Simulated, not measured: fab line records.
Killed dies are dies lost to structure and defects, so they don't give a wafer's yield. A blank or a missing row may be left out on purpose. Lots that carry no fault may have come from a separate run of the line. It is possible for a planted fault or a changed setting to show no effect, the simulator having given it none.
Which tool was responsible? :: flow nand_harc :: 12 lots, 36 wafers sampled, at 3 steps of a route of 1159

WHAT THE GAUGES READ, wafer by wafer
NHARC_P_M1_OVL_MEAS_10: pitch 260 nm.
lot: L075
measured: day 6 08:13
on: overlay-02
overlay_x_nm (nm): 2.0 2.2 2.1

lot: L077
measured: day 6 16:29
on: overlay-01
overlay_x_nm (nm): -1.9 -1.5 -2.0

lot: L079
measured: day 7 10:25
on: overlay-02
overlay_x_nm (nm): -0.7 -0.6 -0.7

lot: L081
measured: day 7 22:38
on: overlay-02
overlay_x_nm (nm): 0.1 -0.4 -0.4

lot: L083
measured: day 8 10:38
on: overlay-02
overlay_x_nm (nm): -0.3 0.3 0.5

lot: L085
measured: day 9 00:39
on: overlay-02
overlay_x_nm (nm): 0.5 0.7 0.4

lot: L086
measured: day 9 02:15
on: overlay-01
overlay_x_nm (nm): -0.7 -0.6 -1.2

lot: L089
measured: day 10 00:56
on: overlay-01
overlay_x_nm (nm): 0.3 0.5 -0.5

lot: L091
measured: day 10 03:56
on: overlay-02
overlay_x_nm (nm): 0.3 0.5 0.2

lot: L093
measured: day 10 21:19
on: overlay-02
overlay_x_nm (nm): 0.2 -0.1 -0.5

lot: L096
measured: day 11 07:29
on: overlay-02
overlay_x_nm (nm): -0.2 -0.2 0.4

lot: L097
measured: day 11 11:08
on: overlay-02
overlay_x_nm (nm): 0.8 0.7 0.8

TOOL THAT RAN EACH LOT (tool first, then ch and the chambers of the sampled wafers, then the start)
lot: L075
NHARC_P_CONTACT_ETCH_35: rie_diel-07 ch 0,1,3, day 5 19:38
NHARC_P_CONTACT_STRIP_28: rie_diel-03 ch 1,2,3, day 5 20:30

lot: L077
NHARC_P_CONTACT_ETCH_35: rie_diel-03 ch 1,2,3, day 6 07:43
NHARC_P_CONTACT_STRIP_28: rie_diel-07 ch 0,3, day 6 08:37

lot: L079
NHARC_P_CONTACT_ETCH_35: rie_diel-13 ch 0,2,3, day 6 18:46
NHARC_P_CONTACT_STRIP_28: rie_diel-03 ch 1,2,3, day 6 21:55

lot: L081
NHARC_P_CONTACT_ETCH_35: rie_diel-07 ch 1,2,3, day 7 11:54
NHARC_P_CONTACT_STRIP_28: rie_diel-07 ch 1,3, day 7 12:45

lot: L083
NHARC_P_CONTACT_ETCH_35: rie_diel-07 ch 1,2,3, day 8 02:15
NHARC_P_CONTACT_STRIP_28: rie_diel-13 ch 1,2,3, day 8 03:08

lot: L085
NHARC_P_CONTACT_ETCH_35: rie_diel-03 ch 0,1,3, day 8 16:38
NHARC_P_CONTACT_STRIP_28: rie_diel-03 ch 0,2,3, day 8 17:29

lot: L086
NHARC_P_CONTACT_ETCH_35: rie_diel-03 ch 0,3, day 8 18:05
NHARC_P_CONTACT_STRIP_28: rie_diel-13 ch 1,2, day 8 18:58

lot: L089
NHARC_P_CONTACT_ETCH_35: rie_diel-13 ch 0,1,3, day 9 10:52
NHARC_P_CONTACT_STRIP_28: rie_diel-07 ch 0,1,2, day 9 11:59

lot: L091
NHARC_P_CONTACT_ETCH_35: rie_diel-07 ch 2,3, day 9 18:32
NHARC_P_CONTACT_STRIP_28: rie_diel-07 ch 1,2,3, day 9 19:24

lot: L093
NHARC_P_CONTACT_ETCH_35: rie_diel-07 ch 0,2,3, day 10 08:35
NHARC_P_CONTACT_STRIP_28: rie_diel-13 ch 0,2,3, day 10 09:35

lot: L096
NHARC_P_CONTACT_ETCH_35: rie_diel-13 ch 0,1,3, day 10 20:40
NHARC_P_CONTACT_STRIP_28: rie_diel-03 ch 0,1,2, day 10 21:32

lot: L097
NHARC_P_CONTACT_ETCH_35: rie_diel-03 ch 0,1,2, day 11 02:59
NHARC_P_CONTACT_STRIP_28: rie_diel-07 ch 0,3, day 11 03:49
- NHARC_P_CONTACT_ETCH_35: etches the open film in CF4, target depth 39 nm, time 65 s.
- NHARC_P_CONTACT_STRIP_28: strips in O2.

THE ANSWER, worked out from the rows above alone
Rule: the lots themselves supply what counts as usual. The widest of any qualifying gaps counts: lots, ordered by their means at a reading, are off when they make up no more than a third of the lots, leave a main group of 4 or more, and stand apart from it by 3 or more times the standard deviation of that group's means. The tables above print the reading to a certain number of digits; a main group whose means all agree to those digits is not used. A lot without any number at a reading at which 4 lots or more have one is off too. Where the step has rows for the other lots, those lots are counted as sound.
No lot is off at any reading shown: from this, nothing can be told.

WHAT WAS PUT IN BY THE SIMULATOR
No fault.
